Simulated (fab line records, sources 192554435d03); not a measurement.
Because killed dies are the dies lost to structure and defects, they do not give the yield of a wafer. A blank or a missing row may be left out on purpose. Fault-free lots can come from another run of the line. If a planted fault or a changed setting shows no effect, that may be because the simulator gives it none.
Matching of chambers ; flow n5_finfet ; rie_diel-01 running N5_BEOL_M6_ETCH_72: 4 sister chambers
The step etches underlayer in N2/H2, target depth 6.5 nm, time 5.2 s. 4 wafers are shown with their chamber, then 11 later ones without.

WAFERS PAIRED WITH THEIR CHAMBERS
wafer;chamber;drypump_motor_current_A (A)
L085.5;0;6.5
L086.1;2;5.1
L086.5;3;5.7
L088.1;1;5.8

WAFERS MISSING THEIR CHAMBER
wafer;drypump_motor_current_A (A)
L088.3;6.5
L088.6;5.7
L090.4;6.5
L090.5;5.0
L090.6;5.7
L097.2;5.1
L097.3;5.7
L097.4;5.0
L096.2;5.1
L096.4;5.1
L096.6;5.7

CHAMBER TAKEN BY EACH
wafer;from the rows above;in truth
L088.3;0;0
L088.6;3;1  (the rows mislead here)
L090.4;0;0
L090.5;2;2
L090.6;3;3
L097.2;2;2
L097.3;3;3
L097.4;2;2
L096.2;2;2
L096.4;2;2
L096.6;3;3
Placed correctly: 10 of 11. Left unplaced by these rows: 0. Number placed wrongly: 1.
How it was worked out, from the rows above alone: a wafer's distance from a chamber is the root of the sum, over the readings, of the square of ((its reading less the chamber's mean) divided by the reading's scatter). The wafer belongs to the nearest chamber; if the next one is less than 2 further off, it can't be placed. For every chamber, the mean is computed from those of its wafers that are shown. The scatter (one wafer shown for each chamber): square how far every hidden wafer sits from the nearest shown wafer, average those squares and take the square root.
